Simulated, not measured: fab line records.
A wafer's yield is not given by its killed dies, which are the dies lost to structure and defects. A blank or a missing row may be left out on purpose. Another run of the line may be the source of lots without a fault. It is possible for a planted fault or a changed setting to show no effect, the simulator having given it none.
The tool behind it: which one? :: flow nand_harc :: Sampling: 12 lots, 35 wafers, 5 of 1159 route steps

## WHAT THE GAUGES READ, wafer by wafer
NHARC_A_SGD_CUT_INSPECT_11. Usual: raw_defect_count 17, standard deviation 8.5.
lot: L552
measured: day 13 15:29
on: defect_inspect-01
raw_defect_count: 10 11 11
flag: 

lot: L554
measured: day 14 02:58
on: defect_inspect-01
raw_defect_count: 18 25 23
flag: 

lot: L553
measured: day 14 03:11
on: defect_inspect-01
raw_defect_count: 6 1 4
flag: 

lot: L555
measured: day 14 13:13
on: defect_inspect-02
raw_defect_count: 12 23 18
flag: 

lot: L560
measured: day 15 22:59
on: defect_inspect-01
raw_defect_count: 6 8 6
flag: 

lot: L557
measured: day 15 23:08
on: defect_inspect-02
raw_defect_count: 4 9 12
flag: 

lot: L564
measured: day 16 20:59
on: defect_inspect-01
raw_defect_count: 18 26 35
flag: 

lot: L563
measured: day 17 19:53
on: defect_inspect-02
raw_defect_count: 12 13
flag: 

lot: L569
measured: day 18 02:01
on: defect_inspect-02
raw_defect_count: 12 7 16
flag: 

lot: L570
measured: day 18 20:11
on: defect_inspect-01
raw_defect_count: 37 27 36
flag: 

lot: L572
measured: day 19 14:41
on: defect_inspect-01
raw_defect_count: 38 34 28
flag: 

lot: L574
measured: day 19 16:06
on: defect_inspect-01
raw_defect_count: 10 10 8
flag: 

NHARC_END_SORT_01. Usual: killed_at_array 25, standard deviation 9.5; killed_at_other 0.8, standard deviation 1.2; killed_at_periphery 3.4, standard deviation 2.2; killed_dies 29, standard deviation 10; killed_open 3.3, standard deviation 1.8; killed_short 2.1, standard deviation 1.4.
lot: L564
measured: day 22 06:49
on: prober-01
killed_at_array: 20 29 31
killed_at_other: 0 0 0
killed_at_periphery: 2 5 6
killed_dies: 22 34 37
killed_open: 0 1 6
killed_short: 4 5 0
flag: 

lot: L563
measured: day 23 07:20
on: prober-02
killed_at_array: 667 19
killed_at_other: 2 1
killed_at_periphery: 6 12
killed_dies: 675 32
killed_open: 7 2
killed_short: 3 2
flag: OFF

lot: L569
measured: day 23 08:07
on: prober-01
killed_at_array: 27 663 40
killed_at_other: 0 3 4
killed_at_periphery: 4 6 2
killed_dies: 31 672 46
killed_open: 3 5 4
killed_short: 1 4 1
flag: OFF

lot: L570
measured: day 24 07:02
on: prober-02
killed_at_array: 32 674 37
killed_at_other: 0 0 1
killed_at_periphery: 2 0 0
killed_dies: 34 674 38
killed_open: 2 3 6
killed_short: 5 1 1
flag: OFF

## TOOL THAT RAN EACH LOT (tool first, then ch and the chambers of the sampled wafers, then the start)
lot: L552
NHARC_A_SGD_CUT_STRIP_17: rie_diel-02 ch 0,1,2, day 13 21:46 or earlier
NHARC_A_SGD_CUT_ETCHBACK_24: rie_diel-05 ch 0,1,2, day 13 21:46
NHARC_A_SLIT_DEP_00: acl_dep-02 ch 0, day 13 23:14

lot: L554
NHARC_A_SGD_CUT_STRIP_17: rie_diel-05 ch 0,1,3, day 14 12:30 or earlier
NHARC_A_SGD_CUT_ETCHBACK_24: rie_diel-05 ch 1,3, day 14 12:30
NHARC_A_SLIT_DEP_00: acl_dep-01 ch 0, day 14 13:33

lot: L553
NHARC_A_SGD_CUT_STRIP_17: rie_diel-13 ch 0,2, day 14 12:30 or earlier
NHARC_A_SGD_CUT_ETCHBACK_24: rie_diel-13 ch 0,1,2, day 14 12:30
NHARC_A_SLIT_DEP_00: acl_dep-02 ch 0, day 14 13:09

lot: L555
NHARC_A_SGD_CUT_STRIP_17: rie_diel-05 ch 0,2,3, day 14 19:28 or earlier
NHARC_A_SGD_CUT_ETCHBACK_24: rie_diel-13 ch 1,2,3, day 14 19:28
NHARC_A_SLIT_DEP_00: acl_dep-03 ch 0, day 14 20:07

lot: L560
NHARC_A_SGD_CUT_STRIP_17: rie_diel-02 ch 0,1,2, day 16 05:28 or earlier
NHARC_A_SGD_CUT_ETCHBACK_24: rie_diel-05 ch 0,2,3, day 16 05:28
NHARC_A_SLIT_DEP_00: acl_dep-01 ch 0, day 16 08:10

lot: L557
NHARC_A_SGD_CUT_STRIP_17: rie_diel-13 ch 0,1, day 16 05:39 or earlier
NHARC_A_SGD_CUT_ETCHBACK_24: rie_diel-05 ch 0,1, day 16 05:39
NHARC_A_SLIT_DEP_00: acl_dep-03 ch 0, day 16 11:26

lot: L564
NHARC_A_SGD_CUT_STRIP_17: rie_diel-02 ch 0,1,2, day 17 03:11 or earlier
NHARC_A_SGD_CUT_ETCHBACK_24: rie_diel-02 ch 1,2,3, day 17 03:11
NHARC_A_SLIT_DEP_00: acl_dep-01 ch 0, day 17 04:52

lot: L563
NHARC_A_SGD_CUT_STRIP_17: rie_diel-02 ch 3, day 18 01:56 or earlier
NHARC_A_SGD_CUT_ETCHBACK_24: rie_diel-05 ch 0,2, day 18 01:56
NHARC_A_SLIT_DEP_00: acl_dep-02 ch 0, day 18 04:34

lot: L569
NHARC_A_SGD_CUT_STRIP_17: rie_diel-05 ch 2,3, day 18 09:04 or earlier
NHARC_A_SGD_CUT_ETCHBACK_24: rie_diel-05 ch 0,3, day 18 09:04
NHARC_A_SLIT_DEP_00: acl_dep-01 ch 0, day 18 13:07

lot: L570
NHARC_A_SGD_CUT_STRIP_17: rie_diel-02 ch 0,3, day 19 01:59 or earlier
NHARC_A_SGD_CUT_ETCHBACK_24: rie_diel-05 ch 0,3, day 19 01:59
NHARC_A_SLIT_DEP_00: acl_dep-01 ch 0, day 19 05:01

lot: L572
NHARC_A_SGD_CUT_STRIP_17: rie_diel-05 ch 0,1,2, day 19 22:01 or earlier
NHARC_A_SGD_CUT_ETCHBACK_24: rie_diel-02 ch 1,2,3, day 19 22:01
NHARC_A_SLIT_DEP_00: acl_dep-01 ch 0, day 19 23:26

lot: L574
NHARC_A_SGD_CUT_STRIP_17: rie_diel-13 ch 0,2,3, day 19 22:20 or earlier
NHARC_A_SGD_CUT_ETCHBACK_24: rie_diel-02 ch 0,1,3, day 19 22:20
NHARC_A_SLIT_DEP_00: acl_dep-02 ch 0, day 20 01:14
- NHARC_A_SGD_CUT_STRIP_17: strips in O2.
- NHARC_A_SGD_CUT_ETCHBACK_24: etches the open film in CH3F/O2, target depth 50 nm, time 92.857 s.
- NHARC_A_SLIT_DEP_00: deposits aC, target thk 3200 nm.

## WHAT THE TOOLS THEMSELVES READ (means of the sampled wafers that have a number; where no wafer has one, the mark that the record gives instead)
NHARC_A_SGD_CUT_STRIP_17. Usual: chamber_pressure_mTorr 60.00 mTorr, standard deviation 0.057; drypump_motor_current_A 5.91 A, standard deviation 0.26; oes_product_au 0.996 a.u., standard deviation 0.01; rf_vpp_V 57.9 V, standard deviation 0.85; showerhead_plenum_p_Torr 3.59 Torr, standard deviation 0.15; throttle_valve_pct 17.035 %, standard deviation 0.0093.
lot: L552
tool: rie_diel-02
chamber_pressure_mTorr (mTorr): 59.98
drypump_motor_current_A (A): 5.96
oes_product_au (a.u.): 1.005
rf_vpp_V (V): 57.3
showerhead_plenum_p_Torr (Torr): 3.54
throttle_valve_pct (%): 17.036
flag: 

lot: L554
tool: rie_diel-05
chamber_pressure_mTorr (mTorr): 60.01
drypump_motor_current_A (A): 5.79
oes_product_au (a.u.): 0.989
rf_vpp_V (V): 57.8
showerhead_plenum_p_Torr (Torr): 3.59
throttle_valve_pct (%): 17.033
flag: 

lot: L553
tool: rie_diel-13
chamber_pressure_mTorr (mTorr): 60.01
drypump_motor_current_A (A): 5.70
oes_product_au (a.u.): 0.997
rf_vpp_V (V): 57.3
showerhead_plenum_p_Torr (Torr): 3.48
throttle_valve_pct (%): 17.034
flag: 

lot: L555
tool: rie_diel-05
chamber_pressure_mTorr (mTorr): 59.98
drypump_motor_current_A (A): 5.99
oes_product_au (a.u.): 0.997
rf_vpp_V (V): 58.2
showerhead_plenum_p_Torr (Torr): 3.63
throttle_valve_pct (%): 17.040
flag: 

lot: L560
tool: rie_diel-02
chamber_pressure_mTorr (mTorr): 60.07
drypump_motor_current_A (A): 5.99
oes_product_au (a.u.): 0.995
rf_vpp_V (V): 58.2
showerhead_plenum_p_Torr (Torr): 3.54
throttle_valve_pct (%): 17.030
flag: 

lot: L557
tool: rie_diel-13
chamber_pressure_mTorr (mTorr): 60.00
drypump_motor_current_A (A): 5.70
oes_product_au (a.u.): 0.985
rf_vpp_V (V): 57.0
showerhead_plenum_p_Torr (Torr): 3.63
throttle_valve_pct (%): 17.040
flag: 

lot: L564
tool: rie_diel-02
chamber_pressure_mTorr (mTorr): 60.07
drypump_motor_current_A (A): 5.98
oes_product_au (a.u.): 0.989
rf_vpp_V (V): 58.8
showerhead_plenum_p_Torr (Torr): 3.54
throttle_valve_pct (%): 17.044
flag: 

lot: L563
tool: rie_diel-02
chamber_pressure_mTorr (mTorr): 60.06
drypump_motor_current_A (A): 6.07
oes_product_au (a.u.): 1.010
rf_vpp_V (V): 57.7
showerhead_plenum_p_Torr (Torr): 3.71
throttle_valve_pct (%): 17.030
flag: 

lot: L569
tool: rie_diel-05
chamber_pressure_mTorr (mTorr): 59.97
drypump_motor_current_A (A): 5.99
oes_product_au (a.u.): 1.002
rf_vpp_V (V): 58.4
showerhead_plenum_p_Torr (Torr): 3.52
throttle_valve_pct (%): 17.033
flag: 

lot: L570
tool: rie_diel-02
chamber_pressure_mTorr (mTorr): 60.00
drypump_motor_current_A (A): 6.01
oes_product_au (a.u.): 1.004
rf_vpp_V (V): 57.7
showerhead_plenum_p_Torr (Torr): 3.72
throttle_valve_pct (%): 17.037
flag: 

lot: L572
tool: rie_diel-05
chamber_pressure_mTorr (mTorr): 60.02
drypump_motor_current_A (A): 5.93
oes_product_au (a.u.): 1.007
rf_vpp_V (V): 58.1
showerhead_plenum_p_Torr (Torr): 3.51
throttle_valve_pct (%): 17.030
flag: 

lot: L574
tool: rie_diel-13
chamber_pressure_mTorr (mTorr): 59.98
drypump_motor_current_A (A): 5.85
oes_product_au (a.u.): 1.002
rf_vpp_V (V): 57.7
showerhead_plenum_p_Torr (Torr): 3.57
throttle_valve_pct (%): 17.039
flag: 

NHARC_A_SGD_CUT_ETCHBACK_24. Usual: value, then standard deviation, for each; chamber_pressure_mTorr 25.00 mTorr / 0.042; drypump_motor_current_A 5.89 A / 0.26; oes_product_au 0.98 a.u. / 0.033; rf_vpp_V 245.0 V / 1.8; run_length_s 114.2 s / 0.45; showerhead_plenum_p_Torr 2.50 Torr / 0.11; throttle_valve_pct 20.663 % / 0.0087.
lot: L552
tool: rie_diel-05
chamber_pressure_mTorr (mTorr): 25.02
drypump_motor_current_A (A): 5.94
oes_product_au (a.u.): 0.99
rf_vpp_V (V): 244.7
run_length_s (s): 114.4
showerhead_plenum_p_Torr (Torr): 2.45
throttle_valve_pct (%): 20.667
flag: 

lot: L554
tool: rie_diel-05
chamber_pressure_mTorr (mTorr): 25.09
drypump_motor_current_A (A): 5.57
oes_product_au (a.u.): 0.92
rf_vpp_V (V): 242.9
run_length_s (s): 114.6
showerhead_plenum_p_Torr (Torr): 2.40
throttle_valve_pct (%): 20.666
flag: 

lot: L553
tool: rie_diel-13
chamber_pressure_mTorr (mTorr): 24.98
drypump_motor_current_A (A): 5.69
oes_product_au (a.u.): 0.92
rf_vpp_V (V): 245.2
run_length_s (s): 114.4
showerhead_plenum_p_Torr (Torr): 2.48
throttle_valve_pct (%): 20.670
flag: 

lot: L555
tool: rie_diel-13
chamber_pressure_mTorr (mTorr): 25.00
drypump_motor_current_A (A): 5.87
oes_product_au (a.u.): 0.98
rf_vpp_V (V): 245.4
run_length_s (s): 113.8
showerhead_plenum_p_Torr (Torr): 2.56
throttle_valve_pct (%): 20.661
flag: 

lot: L560
tool: rie_diel-05
chamber_pressure_mTorr (mTorr): 25.00
drypump_motor_current_A (A): 5.98
oes_product_au (a.u.): 0.99
rf_vpp_V (V): 245.3
run_length_s (s): 114.4
showerhead_plenum_p_Torr (Torr): 2.53
throttle_valve_pct (%): 20.652
flag: 

lot: L557
tool: rie_diel-05
chamber_pressure_mTorr (mTorr): 25.01
drypump_motor_current_A (A): 5.94
oes_product_au (a.u.): 1.00
rf_vpp_V (V): 245.9
run_length_s (s): 113.8
showerhead_plenum_p_Torr (Torr): 2.51
throttle_valve_pct (%): 20.664
flag: 

lot: L564
tool: rie_diel-02
chamber_pressure_mTorr (mTorr): 25.02
drypump_motor_current_A (A): 6.04
oes_product_au (a.u.): 0.93
rf_vpp_V (V): 244.9
run_length_s (s): 114.4
showerhead_plenum_p_Torr (Torr): 2.46
throttle_valve_pct (%): 20.655
flag: 

lot: L563
tool: rie_diel-05
chamber_pressure_mTorr (mTorr): 24.99
drypump_motor_current_A (A): 6.13
oes_product_au (a.u.): 1.00
rf_vpp_V (V): 245.4
run_length_s (s): 101.7
showerhead_plenum_p_Torr (Torr): 2.50
throttle_valve_pct (%): 20.664
flag: OFF

lot: L569
tool: rie_diel-05
chamber_pressure_mTorr (mTorr): 24.99
drypump_motor_current_A (A): 5.83
oes_product_au (a.u.): 0.92
rf_vpp_V (V): 246.6
run_length_s (s): 105.3
showerhead_plenum_p_Torr (Torr): 2.58
throttle_valve_pct (%): 20.669
flag: OFF

lot: L570
tool: rie_diel-05
chamber_pressure_mTorr (mTorr): 24.98
drypump_motor_current_A (A): 5.85
oes_product_au (a.u.): 0.99
rf_vpp_V (V): 245.4
run_length_s (s): 105.4
showerhead_plenum_p_Torr (Torr): 2.58
throttle_valve_pct (%): 20.669
flag: OFF

lot: L572
tool: rie_diel-02
chamber_pressure_mTorr (mTorr): 25.01
drypump_motor_current_A (A): 6.03
oes_product_au (a.u.): 1.00
rf_vpp_V (V): 245.2
run_length_s (s): 114.0
showerhead_plenum_p_Torr (Torr): 2.46
throttle_valve_pct (%): 20.672
flag: 

lot: L574
tool: rie_diel-02
chamber_pressure_mTorr (mTorr): 24.99
drypump_motor_current_A (A): 6.07
oes_product_au (a.u.): 1.00
rf_vpp_V (V): 244.8
run_length_s (s): 114.2
showerhead_plenum_p_Torr (Torr): 2.53
throttle_valve_pct (%): 20.663
flag: 

NHARC_A_SLIT_DEP_00. Usual: throttle_valve_pct 35.000 %, standard deviation 0.009.
lot: L552
tool: acl_dep-02
throttle_valve_pct (%): 35.009
flag: 

lot: L554
tool: acl_dep-01
throttle_valve_pct (%): 35.002
flag: 

lot: L553
tool: acl_dep-02
throttle_valve_pct (%): 34.996
flag: 

lot: L555
tool: acl_dep-03
throttle_valve_pct (%): 35.001
flag: 

lot: L560
tool: acl_dep-01
throttle_valve_pct (%): 35.011
flag: 

lot: L557
tool: acl_dep-03
throttle_valve_pct (%): 35.002
flag: 

lot: L564
tool: acl_dep-01
throttle_valve_pct (%): 34.992
flag: 

lot: L563
tool: acl_dep-02
throttle_valve_pct (%): 34.997
flag: 

lot: L569
tool: acl_dep-01
throttle_valve_pct (%): 34.990
flag: 

lot: L570
tool: acl_dep-01
throttle_valve_pct (%): 34.992
flag: 

lot: L572
tool: acl_dep-01
throttle_valve_pct (%): 35.008
flag: 

lot: L574
tool: acl_dep-02
throttle_valve_pct (%): 34.989
flag: 

## THE ANSWER, worked out from the rows above alone
Rule: a lot is off if the mean of its wafers that have a number lies more than 3 standard deviations from the usual mean. A lot without any number at a reading at which 4 lots or more have one is off too. The other lots that the step has rows for count as sound. The gauges are gone through in route order, then the tools' own readings, and for those a lot's mean is taken as printed above. The first step at which some lot is off is used, and at that step the reading that is off furthest; a lot without a number counts as furthest.
Off at NHARC_END_SORT_01 (killed_at_array): L563, L569, L570. Neither off nor sound, because the step has no rows for them: L552, L554, L553, L555, L560, L557, L572, L574.
A tool fits if, at a process step before that reading, it ran every lot that is off, and no sound lot after the first of them. Not tried: the gauges at NHARC_END_SORT_01; whatever is off there is also off at NHARC_A_SGD_CUT_ETCHBACK_24, on other tools, and gauge error can't account for it. With no start given for some of its lots, NHARC_A_SGD_CUT_STRIP_17 uses the hours and lot order of NHARC_A_SGD_CUT_ETCHBACK_24. One fits: NHARC_A_SGD_CUT_ETCHBACK_24 on rie_diel-05. It ran no sound lot before its first lot that is off in this sample, so the start can't be narrowed down.

## WHAT THE SIMULATOR HAD PUT IN
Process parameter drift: rie_diel-05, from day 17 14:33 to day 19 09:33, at NHARC_A_SGD_CUT_ETCHBACK_24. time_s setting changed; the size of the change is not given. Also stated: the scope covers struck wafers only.
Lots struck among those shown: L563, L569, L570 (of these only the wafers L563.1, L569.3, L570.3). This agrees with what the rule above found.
